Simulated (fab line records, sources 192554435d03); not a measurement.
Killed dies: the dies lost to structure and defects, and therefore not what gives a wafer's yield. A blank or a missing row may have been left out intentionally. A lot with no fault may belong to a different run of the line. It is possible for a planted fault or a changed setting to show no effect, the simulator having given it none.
Chamber matching || flow n5Finfet || N5_HKMG_FIN_DESCUM_17 on rieDiel-01: 4 sister chambers
The step chemistry O2, time 7.9 s. 8 wafers are shown with their chamber, then 9 later ones without.

WAFERS PAIRED WITH THEIR CHAMBERS
{"wafer": "L078.1", "chamber": 1, "showerheadPlenumPTorr (Torr)": 2.20, "throttleValvePct (%)": 20.10}
{"wafer": "L079.6", "chamber": 2, "showerheadPlenumPTorr (Torr)": 2.08, "throttleValvePct (%)": 20.54}
{"wafer": "L081.2", "chamber": 1, "showerheadPlenumPTorr (Torr)": 2.20, "throttleValvePct (%)": 20.11}
{"wafer": "L081.3", "chamber": 0, "showerheadPlenumPTorr (Torr)": 2.18, "throttleValvePct (%)": 20.73}
{"wafer": "L081.4", "chamber": 3, "showerheadPlenumPTorr (Torr)": 2.03, "throttleValvePct (%)": 20.63}
{"wafer": "L087.1", "chamber": 0, "showerheadPlenumPTorr (Torr)": 2.17, "throttleValvePct (%)": 20.77}
{"wafer": "L087.2", "chamber": 2, "showerheadPlenumPTorr (Torr)": 2.07, "throttleValvePct (%)": 20.56}
{"wafer": "L087.4", "chamber": 3, "showerheadPlenumPTorr (Torr)": 2.03, "throttleValvePct (%)": 20.64}

WAFERS WITHOUT THEIR CHAMBER
{"wafer": "L088.1", "showerheadPlenumPTorr (Torr)": 2.17, "throttleValvePct (%)": 20.73}
{"wafer": "L088.2", "showerheadPlenumPTorr (Torr)": 2.07, "throttleValvePct (%)": 20.55}
{"wafer": "L088.6", "showerheadPlenumPTorr (Torr)": 2.07, "throttleValvePct (%)": 20.56}
{"wafer": "L091.1", "showerheadPlenumPTorr (Torr)": 2.17, "throttleValvePct (%)": 20.75}
{"wafer": "L091.4", "showerheadPlenumPTorr (Torr)": 2.20, "throttleValvePct (%)": 20.12}
{"wafer": "L091.5", "showerheadPlenumPTorr (Torr)": 2.03, "throttleValvePct (%)": 20.67}
{"wafer": "L092.1", "showerheadPlenumPTorr (Torr)": 2.17, "throttleValvePct (%)": 20.75}
{"wafer": "L092.3", "showerheadPlenumPTorr (Torr)": 2.19, "throttleValvePct (%)": 20.14}
{"wafer": "L092.5", "showerheadPlenumPTorr (Torr)": 2.20, "throttleValvePct (%)": 20.15}

WHICH CHAMBER EACH WENT THROUGH
{"wafer": "L088.1", "from the rows above": 0, "in truth": 0}
{"wafer": "L088.2", "from the rows above": 2, "in truth": 2}
{"wafer": "L088.6", "from the rows above": 2, "in truth": 2}
{"wafer": "L091.1", "from the rows above": 0, "in truth": 0}
{"wafer": "L091.4", "from the rows above": 1, "in truth": 1}
{"wafer": "L091.5", "from the rows above": 3, "in truth": 3}
{"wafer": "L092.1", "from the rows above": 0, "in truth": 0}
{"wafer": "L092.3", "from the rows above": 1, "in truth": 1}
{"wafer": "L092.5", "from the rows above": 1, "in truth": 1}
Correct placement for 9 of the 9. Can't be placed from these rows: 0. 0 placed wrongly.
How it was worked out, from the rows above alone: a wafer's distance from a chamber is the root of the sum, over the readings, of the square of ((its reading less the chamber's mean) divided by the reading's scatter). The wafer belongs to the nearest chamber; if the next one is less than 2 further off, it can't be placed. The mean given for a chamber averages the wafers shown for that chamber. The scatter is the square root of a quotient: the sum, over the shown wafers, of each reading's squared deviation from its chamber's mean, divided by wafers minus chambers.
